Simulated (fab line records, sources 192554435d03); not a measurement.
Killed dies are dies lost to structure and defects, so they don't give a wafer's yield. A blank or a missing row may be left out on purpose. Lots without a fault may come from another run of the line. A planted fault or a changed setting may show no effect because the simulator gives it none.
A struck lot beside a sound one | flow n5_finfet | 28 steps out of a route of 1938
Sound: wafers L873.1, L873.3, L873.6. Struck: wafers L860.1, L860.2, L860.4. The cause comes at the end.
At each step with rows: each side's tool, then ch and its chambers, then its first start. Under that, the readings that differ: sound wafers | struck wafers | difference of the means | sigmas: that difference in standard deviations of wafers without a fault.
alike: readings whose means differ by less than 2 such deviations, and words and numbers that are the same on both sides. not compared: withheld readings, readings that some wafer has no value for, bounds like >300 that may hide the same value, and numbers for which the record gives no deviation and whose values overlap.
The two part at a step that has a row with sigmas, a row that says differs or no value, or rows on one side only. Numbers that don't overlap but have no deviation are shown without sigmas and don't part them. A reading that every wafer of one side lacks parts them only if that side has two wafers or more.

first, 9 steps without rows for these wafers: N5_SD_EPI_P_EBR_05; N5_SD_EPI_P_SOFTBAKE_04 (time 60 s); N5_SD_EPI_P_EXPOSE_06 (exposes mask SD P BLK, target cd 240 nm); N5_SD_EPI_P_PEB_07 (peb time 60 s); N5_SD_EPI_P_DEVELOP_08 (develop time 30 s); N5_SD_EPI_P_DESCUM_14 (chemistry O2, time 7.9 s); N5_SD_EPI_P_ETCH_36 (etches SiARC in CF4, target depth 45.5 nm, time 75.8 s); N5_SD_EPI_P_ETCH_37 (etches SOC in N2/H2, overetch 108 nm, time 486 s); N5_SD_EPI_P_STRIP_38 (strips in N2/H2).
N5_SD_EPI_P_ETCHBACK_46: etches SiNx in CH3F/O2, stops on SiO2, target depth 17.5 nm.
  sound on rie_diel-01 ch 0,3, day 7 11:39; struck on rie_diel-01 ch 0,2, day 4 05:23
  no value came back on the struck wafers for any of 7 readings (CH3F_flow_sccm (sccm), O2_flow_sccm (sccm) and others); on the sound wafers CH3F_flow_sccm (sccm) reads 29.81 29.99 29.85
  reading                                     | sound        | struck         | difference | sigmas
  model.SiARC_of_SD_EPI_P_COAT_35.thk_nm (nm) | 14.2 15 15.2 | 19.8 19.8 19.6 | +4.9       |
  not compared: rf_hours_counter_h
then, 1 step without rows for these wafers: N5_SD_EPI_P_ETCH_47 (etches SiOCN in CH3F/O2, target depth 25 nm).
N5_SD_EPI_P_ETCH_16: etches SiO2 in CHF3/O2, target depth 5 nm.
  sound on rie_diel-01 ch 0,3, day 7 11:51; struck on rie_diel-01 ch 0,2, day 4 05:35
  reading                                     | sound          | struck       | difference | sigmas
  model.SiARC_of_SD_EPI_P_COAT_35.thk_nm (nm) | 10.4 11.4 11.6 | 16.2 16.2 16 | +5.0       |
  alike: O2_flow_sccm, drypump_motor_current_A, oes_product_au, rf_vpp_V, showerhead_plenum_p_Torr, throttle_valve_pct
  not compared: rf_hours_counter_h
then, 8 steps without rows for these wafers: N5_SD_EPI_P_STRIP_50 (strips in CHF3/O2); N5_SD_EPI_P_SD_RECESS_17 (chemistry HBr/Cl2/O2, target depth 39.1 nm, bt time 3 s); N5_SD_EPI_P_WET_ETCH_45 (etches SiO2 in dHF, time 10.7 s, target depth 2 nm, rinse time 30 s); N5_SD_EPI_P_STRIP_40 (strips in N2/H2); N5_SD_EPI_P_PRECLEAN_52 (cleans in O3/DIW, time 60 s); N5_SD_EPI_P_SRD_20 (time 30 s); N5_SD_EPI_P_PRECLEAN_51 (cleans in NF3:NH3, afs cycles 1, time 20 s, sublimation time 60 s); N5_SD_EPI_P_VAPOR_ETCH_44 (etches SiGe30 in NF3/Ar, time 3.3 s).
N5_SD_EPI_P_EPI_21: deposits SiGe:B, time 355 s.
  sound on epi_rpcvd-02 ch 0, day 7 12:35; struck on epi_rpcvd-03 ch 0, day 4 06:19
  reading                                     | sound          | struck      | difference | sigmas
  model.SiGe-B_of_SD_EPI_P_EPI_21.thk_nm (nm) | 61.2 61.6 61.6 | 1.4 0.6 1.4 | -60.3      |
  alike: susceptor_temp_C
N5_SD_EPI_P_EPI_MEAS_23:
  sound on film_metro-02, day 7 14:48; struck on film_metro-02, day 4 08:31
  reading     | sound          | struck      | difference | sigmas
  thk_nm (nm) | 61.6 62.2 61.1 | 3.0 1.2 1.8 | -59.6      | -54
then, 2 steps without rows for these wafers: N5_SD_EPI_P_HM_STRIP_48 (strips SiNx in H3PO4, material SiNx, target depth 3 nm); N5_SD_EPI_P_SRD_49 (time 30 s).
N5_SD_EPI_P_PRECLEAN_24: cleans in O3/DIW, time 45 s.
  sound on wet_bench-06 ch 0,1,7, day 7 14:59; struck on wet_bench-04 ch 1,2,7, day 4 08:38
  reading                                     | sound        | struck      | difference | sigmas
  model.SiGe-B_of_SD_EPI_P_EPI_21.thk_nm (nm) | 60.6 61 61.2 | 1.4 0.6 1.4 | -59.8      |
then, 1 step without rows for these wafers: N5_SD_EPI_P_PRECLEAN_32 (cleans in dHF, time 10 s).
N5_BEOL_M4_RC_MEAS_101:
  the record has rows for the sound wafers here (prober-01 ch 0, day 12 04:16) and none for the struck ones
-- the record jumps here: 8 days lie between the struck wafers' starts before and after (it left off in module BEOL_M4 and takes up again in module PASSIVATION, whose first step shown is number 1936 of the route) --
N5_PASSIVATION_PROBE_49:
  the record has rows for the struck wafers here (prober-01, day 12 15:19) and none for the sound ones

WHERE THEY PART
First at N5_SD_EPI_P_ETCHBACK_46; last, within this record, at N5_PASSIVATION_PROBE_49.

WHY: what the simulator had put in
Skipped step whole: rie_diel-01, from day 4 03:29 on, at N5_SD_EPI_P_ETCHBACK_46. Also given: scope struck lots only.
